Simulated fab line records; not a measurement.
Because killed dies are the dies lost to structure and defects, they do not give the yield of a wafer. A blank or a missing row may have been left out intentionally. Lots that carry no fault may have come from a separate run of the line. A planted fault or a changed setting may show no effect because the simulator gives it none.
fab line records	flow n5_finfet
record: lots: 7	wafers: 39
route steps=1938 shown FIN_SAQP@120 FIN_CUT@160 DUMMY_GATE@246
start_h: start of the lot's first displayed wafer, in hours after the record's first day	wait_h: how many hours have passed since the lot's step before this one	" the same as in the row above	L1.1+2: several wafers, shown together as one row	- no value, or no start given	* or withheld: withheld	< > ~ a bound
route shown NAME@n: NAME is a module with steps in the file, n the number in the route of the first one	usual: mean/standard deviation taken from wafers without a fault	same: alike in all rows	chamber/n: place in a boat	sites: the reading at each site	_std_site: their standard deviation	_edge_site: inner sites' mean taken away from outer sites' mean	radius_mm: how far each site lies from the wafer's centre	mask NAME#n: copy n	behind: the most recent tool/chamber to have shaped the wafer	hold: why the lot was held/for how many hours/how that ended	device: the transistor (n, p or np) that didn't switch	end of line: the same wafers' tests at the end of the route	a step given without rows: its recipe and nothing more	killed: dies that structure and defects cost at the first sort, which is not the same as the wafer's yield	map: shows each die of a wafer: x if killed, . if not, _ if none is there
set.NAME: the setting that was run; set.NAME@STEP: the one run at that earlier step	model.NAME: the simulator's own value behind a step, which no gauge read
lots run with intentionally changed settings; tables by step, rows by wafer
== steps ==
step: N5_FIN_SAQP_MANDREL_ETCH_22
recipe: target_depth_a: 600	chemistry: HBr/Cl2	target: a-Si	stop_on: SiNx	bt_time_s: 10	over_etch_frac: 0.5	time_s: 30	pressure_mtorr: 10	icp_w: 800	bias_w: 75	HBr_flow_sccm: 150	Cl2_flow_sccm: 80	ends: end_point
lot.wafer	tool	chamber	start_h	wait_h	set.icp_w	model.SOC_of_FIN_SAQP_COAT_49.thk_nm
L075.1+2	rie_si-03	2,0	28.80	0.0	800	76.05
L075.3	"	1	"	"	800	76.22
L075.4	"	3	"	"	800	76.03
L075.5	"	2	"	"	800	76.5
L075.6	"	3	"	"	800	76.24
L076.1	rie_si-01	3	34.51	0.0	800	76.06
L076.2	"	1	"	"	800	76.55
L076.3	"	2	"	"	857.9	75.93
L076.4	"	0	"	"	800	76.15
L076.5	"	3	"	"	857.9	75.59
L076.6	"	0	"	"	857.9	75.53
L079.1	rie_si-06	1	52.54	0.0	800	75.9
L079.2	"	2	"	"	800	76.28
L079.3	"	0	"	"	877.8	75.54
L079.4	"	3	"	"	877.8	75.47
L079.5	"	1	"	"	800	76.11
L079.6	"	0	"	"	877.8	75.37
L086.1	rie_si-01	0	96.62	0.0	847.1	75.34
L086.2	"	3	"	"	847.1	75.41
L086.3	"	2	"	"	847.1	75.61
L086.4	"	1	"	"	800	75.98
L086.5	"	2	"	"	800	76.33
L086.6	"	1	"	"	800	76.24
L089.1	rie_si-06	3	112.44	0.0	800	76.67
L089.2	"	2	"	"	917.7	74.77
L089.3	"	1	"	"	800	76.51
L089.4	"	0	"	"	917.7	74.94
L089.5	"	3	"	"	917.7	75.13
L089.6	"	0	"	"	800	76.34
L093.2	rie_si-01	3	138.64	0.0	800	75.8
L093.3	"	0	"	"	800	75.89
L093.6	"	0	"	"	800	75.61
L096.1	rie_si-01	2	157.87	0.0	800	77.06
L096.2	"	0	"	"	800	76.49
L096.3	"	3	"	"	924	75
L096.4	"	1	"	"	800	76.58
L096.5	"	1	"	"	924	74.81
L096.6	"	0	"	"	924	74.71
step: N5_FIN_SAQP_ETCH_69
recipe: chemistry: N2/H2	target: SOC	target_depth_a: 1500	stop_on: SiNx	ion_energy_ev: 100	bias_w: 61	pressure_mtorr: 30	source_w: 850	n2_flow_sccm: 200	h2_flow_sccm: 200
lot.wafer	tool	chamber	start_h	wait_h	set.target_depth_a	model.SOC_of_FIN_SAQP_COAT_68.thk_nm
L075.1	rie_diel-06	2	31.38	-	1500	5.6
L075.2	"	0	"	"	1500	6.2
L075.3	"	3	"	"	1583	0
L075.4	"	1	"	"	1583	2.2
L075.5	"	1	"	"	1500	7
L075.6	"	2	"	"	1583	0.8
L076.1+3+5	rie_diel-03	0,3,3	36.94	-	1619	0
L076.2	"	2	"	"	1500	6
L076.4+6	"	0,2	"	"	1500	5.2
L079.1	rie_diel-03	0	55.33	-	1500	4.6
L079.2	"	1	"	"	1500	6.6
L079.3	"	2	"	"	1500	5.4
L079.4	"	2	"	"	1500	5
L079.5	"	0	"	"	1500	4.2
L079.6	"	1	"	"	1500	5.8
L086.1+4+5	rie_diel-05	3,0,0	101.04	-	1664	0
L086.2	"	1	"	"	1500	6.6
L086.3	"	2	"	"	1500	5.2
L086.6	"	3	"	"	1500	7.6
L089.1	rie_diel-03	1	114.88	-	1500	7
L089.2	"	2	"	"	1500	6
L089.3	"	0	"	"	1445	8.8
L089.4	"	1	"	"	1500	6.8
L089.5	"	0	"	"	1445	9.2
L089.6	"	2	"	"	1445	9.6
L093.2+6	rie_diel-03	2,3	141.60	-	1500	5.6
L093.3	"	0	"	"	1500	6.4
L096.1	rie_diel-03	3	160.58	-	1500	5.2
L096.2	"	1	"	"	1500	2.2
L096.3	"	2	"	"	1500	4.6
L096.4	"	2	"	"	1500	6.4
L096.5	"	1	"	"	1500	3.8
L096.6	"	3	"	"	1500	4.8
step: N5_FIN_CUT_EXPOSE_05
recipe: mask_id: FIN_CUT	na: 0.33	source_shape: annular	sigma_inner: 0.35	sigma_outer: 0.8	polarization: unpolarized	dose_mj: 45.75
lot.wafer	tool	chamber	start_h	wait_h	mask	set.dose_mj
L075.1+3+6	euv_scanner-01	0	33.30	-	FIN_CUT#0	45.75
L075.2+4+5	"	0	"	"	FIN_CUT#0	43.19
L076.1+2+3	euv_scanner-01	0	38.78	-	FIN_CUT#0	44.46
L076.4+5+6	"	0	"	"	FIN_CUT#0	45.75
L079.1+2+4	euv_scanner-02	0	57.04	-	FIN_CUT#0	47.56
L079.3+5+6	"	0	"	"	FIN_CUT#0	45.75
L086.1+2+5	euv_scanner-01	0	102.66	-	FIN_CUT#0	45.75
L086.3+4+6	"	0	"	"	FIN_CUT#0	44.23
L089.1+5+6	euv_scanner-01	0	116.58	-	FIN_CUT#0	44.53
L089.2+3+4	"	0	"	"	FIN_CUT#0	45.75
L093.2+3+6	euv_scanner-01	0	144.04	-	FIN_CUT#0	45.75
L096.1+2+3+4+5+6	euv_scanner-01	0	162.64	-	FIN_CUT#0	45.75
step: N5_FIN_CUT_PEB_06
recipe: peb_temp_c: 100	peb_time_s: 60	resist: CAR-EUV
step: N5_FIN_CUT_DEVELOP_07
recipe: develop_time_s: 30	developer: TMAH	resist: CAR-EUV	rinse_liquid: surfactant_rinse	dry: air_spin	dev_temp_c: 23
step: N5_FIN_CUT_CD_MEAS_08
recipe: target_cd_nm: 29.1	landing_energy_ev: 500	detector: se_inlens	polarity: opening
usual: cd_nm: 29.13/0.21
lot.wafer	tool	chamber	start_h	wait_h	set.dose_mj@FIN_CUT_EXPOSE_05	cd_nm
L075.1	cd_sem-01	0	33.44	-	45.75	29.04
L075.2	"	0	"	"	43.19	28.07
L075.3	"	0	"	"	45.75	29.21
L075.4	"	0	"	"	43.19	28.20
L075.5	"	0	"	"	43.19	28.36
L075.6	"	0	"	"	45.75	29.32
L076.1	cd_sem-02	0	38.91	-	44.46	28.63
L076.2	"	0	"	"	44.46	28.42
L076.3	"	0	"	"	44.46	28.48
L076.4	"	0	"	"	45.75	28.83
L076.5	"	0	"	"	45.75	28.96
L076.6	"	0	"	"	45.75	29.11
L079.1	cd_sem-02	0	57.18	-	47.56	29.91
L079.2	"	0	"	"	47.56	30.23
L079.3	"	0	"	"	45.75	29.20
L079.4	"	0	"	"	47.56	29.78
L079.5	"	0	"	"	45.75	29.29
L079.6	"	0	"	"	45.75	29.09
L086.1	cd_sem-02	0	102.79	-	45.75	29.10
L086.2	"	0	"	"	45.75	28.84
L086.3	"	0	"	"	44.23	28.52
L086.4	"	0	"	"	44.23	28.84
L086.5	"	0	"	"	45.75	29.22
L086.6	"	0	"	"	44.23	28.08
L089.1	cd_sem-02	0	116.72	-	44.53	28.85
L089.2	"	0	"	"	45.75	28.75
L089.3	"	0	"	"	45.75	29.25
L089.4	"	0	"	"	45.75	29.22
L089.5	"	0	"	"	44.53	29.06
L089.6	"	0	"	"	44.53	28.58
L093.2	cd_sem-03	0	144.16	-	45.75	29.11
L093.3	"	0	"	"	45.75	29.24
L093.6	"	0	"	"	45.75	29.47
L096.1	cd_sem-02	0	162.78	-	45.75	28.88
L096.2	"	0	"	"	45.75	28.83
L096.3	"	0	"	"	45.75	28.88
L096.4	"	0	"	"	45.75	28.88
L096.5	"	0	"	"	45.75	28.88
L096.6	"	0	"	"	45.75	29.11
step: N5_FIN_CUT_DESCUM_13
recipe: chemistry: O2	time_s: 7	source_power_w: 50	bias_power_w: 20	pressure_mtorr: 20	rf_frequency_hz: 2.712e+07	temp_c: 40	resist: CAR-EUV	o2_flow_sccm: 225
step: N5_FIN_CUT_ETCH_30
recipe: chemistry: N2/H2	target: underlayer	target_depth_a: 130	mask_material: CAR-EUV	time_s: 10.4	ion_energy_ev: 200	pressure_mtorr: 30	source_w: 840	bias_w: 150	n2_flow_sccm: 200	h2_flow_sccm: 200	ends: cleared
lot.wafer	tool	chamber	start_h	wait_h	set.dose_mj@FIN_CUT_EXPOSE_05	model.FIN_CUT.cd_offset_nm
L075.1+6	rie_diel-04	3,2	33.59	0.0	45.75	0
L075.2	"	1	"	"	43.19	-1
L075.3	"	0	"	"	45.75	0.2
L075.4+5	"	2,3	"	"	43.19	-0.8
L076.1	rie_diel-01	1	39.37	0.0	44.46	-0.2
L076.2+3	"	3,2	"	"	44.46	-0.4
L076.4+6	"	0,1	"	"	45.75	0.2
L076.5	"	2	"	"	45.75	0
L079.1+2+4	rie_diel-01	0,2,1	57.33	0.0	47.56	0.8
L079.3+5+6	"	3,0,1	"	"	45.75	0
L086.1	rie_diel-04	1	102.95	0.0	45.75	0
L086.2	"	2	"	"	45.75	0.2
L086.3+4+6	"	0,3,3	"	"	44.23	-0.4
L086.5	"	0	"	"	45.75	0.4
L089.1+5+6	rie_diel-04	3,1,2	116.87	0.0	44.53	-0.2
L089.2+3+4	"	0,2,1	"	"	45.75	0.2
L093.2	rie_diel-01	0	144.92	0.0	45.75	0
L093.3	"	1	"	"	45.75	0.4
L093.6	"	2	"	"	45.75	0.2
L096.1+2+3+4+5+6	rie_diel-02	2,1,0,3,3,0	162.94	0.0	45.75	0
step: N5_FIN_CUT_ETCH_20
recipe: chemistry: CF4	target: SiARC	target_depth_a: 260	mask_material: CAR-EUV	time_s: 43.3	ion_energy_ev: 80	pressure_mtorr: 40	source_w: 545	bias_w: 36	Ar_flow_sccm: 100	cf4_flow_sccm: 100	ends: cleared
lot.wafer	tool	chamber	start_h	wait_h	set.dose_mj@FIN_CUT_EXPOSE_05	model.FIN_CUT.cd_offset_nm
L075.1+3	rie_diel-04	3,0	33.61	0.0	45.75	0.2
L075.2	"	1	"	"	43.19	-1
L075.4+5	"	2,3	"	"	43.19	-0.8
L075.6	"	2	"	"	45.75	0
L076.1+3	rie_diel-01	1,2	39.39	0.0	44.46	-0.2
L076.2	"	3	"	"	44.46	-0.4
L076.4+6	"	0,1	"	"	45.75	0.2
L076.5	"	2	"	"	45.75	0
L079.1	rie_diel-01	0	57.35	0.0	47.56	0.6
L079.2	"	2	"	"	47.56	0.8
L079.3+5	"	3,0	"	"	45.75	0
L079.4	"	1	"	"	47.56	1
L079.6	"	1	"	"	45.75	0.2
L086.1+2	rie_diel-04	1,2	102.97	0.0	45.75	0.2
L086.3+4+6	"	0,3,3	"	"	44.23	-0.4
L086.5	"	0	"	"	45.75	0.4
L089.1+5+6	rie_diel-04	3,1,2	116.89	0.0	44.53	-0.2
L089.2+3+4	"	0,2,1	"	"	45.75	0.2
L093.2	rie_diel-01	0	144.94	0.0	45.75	0
L093.3	"	1	"	"	45.75	0.4
L093.6	"	2	"	"	45.75	0.2
L096.1+2+3+4+5+6	rie_diel-02	2,1,0,3,3,0	162.96	0.0	45.75	0
step: N5_FIN_CUT_ETCH_21
recipe: chemistry: N2/H2	target: SOC	target_depth_a: 2190	overetch_a: 438	mask_material: SiARC	temp_c: 40	ion_energy_ev: 100	bias_w: 61	time_s: 523.5	pressure_mtorr: 30	source_w: 850	n2_flow_sccm: 200	h2_flow_sccm: 200
step: N5_FIN_CUT_STRIP_23
recipe: chemistry: N2/H2	temp_c: 40	n2_flow_sccm: 200	h2_flow_sccm: 200	rf_frequency_hz: 6e+07
step: N5_FIN_CUT_CUT_ETCH_27
recipe: chemistry: CHF3/O2	target: SiO2	target_depth_a: 40	mask_material: SOC	overetch_a: 20	time_s: 4.9	pressure_mtorr: 30	source_w: 650	bias_w: 170	Ar_flow_sccm: 200	CHF3_flow_sccm: 50	O2_flow_sccm: 5	ion_energy_ev: 200
step: N5_FIN_CUT_PRECLEAN_35
recipe: time_s: 13.3	temp_c: 45	pressure_torr: 125	p_hf_torr: 3	p_coreactant_torr: 25	chemistry: vHF
step: N5_FIN_CUT_CUT_ETCH_15
recipe: chemistry: HBr/Cl2/O2	target: Si	target_depth_a: 1000	bt_time_s: 10	mask_material: SOC	time_s: 42.4	ion_energy_ev: *	bias_w: *	pressure_mtorr: 10	icp_w: 800	HBr_flow_sccm: 150	Cl2_flow_sccm: 80	O2_flow_sccm: 12
lot.wafer	tool	chamber	start_h	wait_h	set.dose_mj@FIN_CUT_EXPOSE_05	model.FIN_CUT.cd_offset_nm
L075.1+6	rie_si-04	0,3	34.19	0.1	45.75	-0.4
L075.2+4	"	2,1	"	"	43.19	-1
L075.3	"	3	"	"	45.75	-0.2
L075.5	"	0	"	"	43.19	-1.6
L076.1+3	rie_si-04	1,3	39.96	0.1	44.46	-0.2
L076.2	"	0	"	"	44.46	-0.8
L076.4	"	2	"	"	45.75	0.4
L076.5+6	"	2,1	"	"	45.75	0.2
L079.1	rie_si-05	3	57.93	0.1	47.56	0.6
L079.2	"	2	"	"	47.56	1
L079.3	"	1	"	"	45.75	-0.2
L079.4	"	0	"	"	47.56	0.8
L079.5	"	2	"	"	45.75	0
L079.6	"	1	"	"	45.75	0.2
L086.1+5	rie_si-02	1,0	103.55	0.1	45.75	0
L086.2	"	3	"	"	45.75	-0.4
L086.3+4+6	"	2,0,1	"	"	44.23	-1
L089.1+5	rie_si-02	1,0	117.47	0.1	44.53	-0.2
L089.2+3	"	0,2	"	"	45.75	0.4
L089.4	"	1	"	"	45.75	0.6
L089.6	"	2	"	"	44.53	0
L093.2	rie_si-04	2	145.51	0.1	45.75	0.2
L093.3+6	"	0,3	"	"	45.75	0.8
L096.1+3+6	rie_si-04	2,1,0	163.53	0.1	45.75	-0.2
L096.2+4	"	3,0	"	"	45.75	0
L096.5	"	1	"	"	45.75	-0.6
step: N5_FIN_CUT_CUT_ETCH_28
recipe: chemistry: HBr/Cl2/O2	target: Si	target_depth_a: 60	mask_material: SOC	time_s: 2.4	ion_energy_ev: *	bias_w: *	pressure_mtorr: 10	icp_w: 800	HBr_flow_sccm: 150	Cl2_flow_sccm: 80	O2_flow_sccm: 12
lot.wafer	tool	chamber	start_h	wait_h	set.dose_mj@FIN_CUT_EXPOSE_05	model.FIN_CUT.cd_offset_nm
L075.1+6	rie_si-04	0,3	34.24	0.0	45.75	-0.4
L075.2+4	"	2,1	"	"	43.19	-1
L075.3	"	3	"	"	45.75	0
L075.5	"	0	"	"	43.19	-1.6
L076.1+3	rie_si-04	1,3	40.02	0.0	44.46	-0.2
L076.2	"	0	"	"	44.46	-0.8
L076.4	"	2	"	"	45.75	0.4
L076.5+6	"	2,1	"	"	45.75	0.2
L079.1	rie_si-05	3	57.98	0.0	47.56	0.6
L079.2	"	2	"	"	47.56	1
L079.3	"	1	"	"	45.75	-0.2
L079.4	"	0	"	"	47.56	0.8
L079.5+6	"	2,1	"	"	45.75	0.2
L086.1+5	rie_si-02	1,0	103.60	0.0	45.75	0
L086.2	"	3	"	"	45.75	-0.4
L086.3	"	2	"	"	44.23	-0.8
L086.4+6	"	0,1	"	"	44.23	-1
L089.1+6	rie_si-02	1,2	117.52	0.0	44.53	0
L089.2+3	"	0,2	"	"	45.75	0.4
L089.4	"	1	"	"	45.75	0.6
L089.5	"	0	"	"	44.53	-0.2
L093.2	rie_si-04	2	145.57	0.0	45.75	0.2
L093.3+6	"	0,3	"	"	45.75	0.8
L096.1+3+6	rie_si-04	2,1,0	163.59	0.0	45.75	-0.2
L096.2+4	"	3,0	"	"	45.75	0
L096.5	"	1	"	"	45.75	-0.6
step: N5_DUMMY_GATE_ETCH_32
recipe: chemistry: CF4	target: SiO2	target_depth_a: 35	time_s: 3.9	ion_energy_ev: 350	pressure_mtorr: 10	icp_w: 800	bias_w: 400	cf4_flow_sccm: 80
lot.wafer	tool	chamber	start_h	wait_h	set.time_s	model.etch.depth_nm
L075.1	rie_si-04	1	55.11	0.1	3.398	3.052
L075.2	"	2	"	"	3.9	3.471
L075.3	"	0	"	"	3.9	3.558
L075.4	"	3	"	"	3.9	3.493
L075.5	"	1	"	"	3.398	3.017
L075.6	"	2	"	"	3.398	3.024
L076.1	rie_si-04	2	59.92	0.1	3.9	3.5
L076.2	"	0	"	"	3.9	3.556
L076.3	"	1	"	"	3.9	3.466
L076.4	"	3	"	"	3.9	3.47
L076.5	"	3	"	"	3.9	3.494
L076.6	"	0	"	"	3.9	3.548
L079.1	rie_si-04	1	76.57	0.1	4.658	4.116
L079.2	"	3	"	"	4.658	4.126
L079.3	"	0	"	"	4.658	4.22
L079.4	"	2	"	"	3.9	3.479
L079.5	"	2	"	"	3.9	3.431
L079.6	"	1	"	"	3.9	3.496
L086.1	rie_si-05	1	123.26	0.1	3.089	2.697
L086.2	"	0	"	"	3.089	2.759
L086.3	"	2	"	"	3.9	3.44
L086.4	"	3	"	"	3.9	3.568
L086.5	"	2	"	"	3.9	3.467
L086.6	"	3	"	"	3.089	2.816
L089.1	rie_si-02	2	136.03	0.1	3.9	3.543
L089.2	"	0	"	"	3.9	3.477
L089.3	"	1	"	"	3.345	3.006
L089.4	"	1	"	"	3.345	2.99
L089.5	"	0	"	"	3.9	3.469
L089.6	"	2	"	"	3.345	3.026
L093.2	rie_si-02	2	166.81	0.1	3.9	3.462
L093.3	"	0	"	"	3.9	3.428
L093.6	"	0	"	"	3.9	3.469
L096.1	rie_si-04	3	182.05	0.1	3.9	3.467
L096.2	"	2	"	"	3.9	3.443
L096.3	"	1	"	"	3.9	3.426
L096.4	"	0	"	"	3.9	3.495
L096.5	"	1	"	"	3.9	3.446
L096.6	"	0	"	"	3.9	3.517
step: N5_DUMMY_GATE_ETCH_42
recipe: chemistry: CHF3/O2	target: SiO2	target_depth_a: 35	time_s: 31	ion_energy_ev: 30	bias_w: 12	pressure_mtorr: 30	source_w: 600	Ar_flow_sccm: 200	CHF3_flow_sccm: 50	O2_flow_sccm: 5
usual: rf_vpp_V: 42.5/0.79
lot.wafer	tool	chamber	start_h	wait_h	set.bias_w	rf_vpp_V
L075.1	rie_diel-04	3	55.41	0.1	12	42.5
L075.2	"	2	"	"	12.6	45.1
L075.3	"	1	"	"	12	42.7
L075.4	"	3	"	"	12	44.2
L075.5	"	2	"	"	12.6	44.3
L075.6	"	1	"	"	12.6	44.1
L076.1	rie_diel-04	2	60.17	0.0	12	42.9
L076.2	"	3	"	"	10.03	37.5
L076.3	"	1	"	"	10.03	36.9
L076.4	"	0	"	"	10.03	36.7
L076.5	"	3	"	"	12	42.4
L076.6	"	0	"	"	12	43.0
L079.1	rie_diel-01	3	76.82	0.0	12	44.3
L079.2	"	2	"	"	12	41.5
L079.3	"	0	"	"	12	42.3
L079.4	"	1	"	"	12	43.5
L079.5	"	0	"	"	12	40.9
L079.6	"	3	"	"	12	42.2
L086.1	rie_diel-01	2	123.51	0.0	12	41.8
L086.2	"	0	"	"	10.34	38.4
L086.3	"	1	"	"	12	43.4
L086.4	"	3	"	"	12	41.5
L086.5	"	3	"	"	10.34	38.7
L086.6	"	0	"	"	10.34	37.1
L089.1	rie_diel-02	2	136.36	0.1	12	43.0
L089.2	"	0	"	"	13.13	46.3
L089.3	"	3	"	"	13.13	44.8
L089.4	"	0	"	"	12	43.1
L089.5	"	3	"	"	12	42.5
L089.6	"	2	"	"	13.13	46.2
L093.2	rie_diel-02	0	167.06	0.0	12	39.7
L093.3	"	2	"	"	12	43.9
L093.6	"	2	"	"	12	42.1
L096.1	rie_diel-01	3	182.30	0.0	12	42.7
L096.2	"	0	"	"	10.47	38.3
L096.3	"	1	"	"	10.47	38.5
L096.4	"	2	"	"	12	43.4
L096.5	"	1	"	"	10.47	38.8
L096.6	"	0	"	"	12	43.4
== key ==
split: step: N5_FIN_SAQP_MANDREL_ETCH_22	setting: icp_w	stated: 800	by: wafer
response: step: N5_FIN_SAQP_MANDREL_ETCH_22	reading: model.SOC_of_FIN_SAQP_COAT_49.thk_nm	change: -0.104	per: 1%	r: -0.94
split: step: N5_FIN_SAQP_ETCH_69	setting: target_depth_a	stated: 1500	by: wafer
response: step: N5_FIN_SAQP_ETCH_69	reading: model.SOC_of_FIN_SAQP_COAT_68.thk_nm	change: -0.674	per: 1%	r: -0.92
split: step: N5_FIN_CUT_EXPOSE_05	setting: dose_mj	stated: 45.75	by: wafer
response: step: N5_FIN_CUT_CD_MEAS_08	reading: cd_nm	change: +0.17	per: 1%	r: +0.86
response: step: N5_FIN_CUT_ETCH_30	reading: model.FIN_CUT.cd_offset_nm	change: +0.175	per: 1%	r: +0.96
response: step: N5_FIN_CUT_ETCH_20	reading: model.FIN_CUT.cd_offset_nm	change: +0.177	per: 1%	r: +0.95
response: step: N5_FIN_CUT_CUT_ETCH_15	reading: model.FIN_CUT.cd_offset_nm	change: +0.197	per: 1%	r: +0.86
response: step: N5_FIN_CUT_CUT_ETCH_28	reading: model.FIN_CUT.cd_offset_nm	change: +0.193	per: 1%	r: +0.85
split: step: N5_DUMMY_GATE_ETCH_32	setting: time_s	stated: 3.9	by: wafer
response: step: N5_DUMMY_GATE_ETCH_32	reading: model.etch.depth_nm	change: +0.0354	per: 1%	r: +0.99
split: step: N5_DUMMY_GATE_ETCH_42	setting: bias_w	stated: 12	by: wafer
response: step: N5_DUMMY_GATE_ETCH_42	reading: rf_vpp_V	change: +0.332	per: 1%	r: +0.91
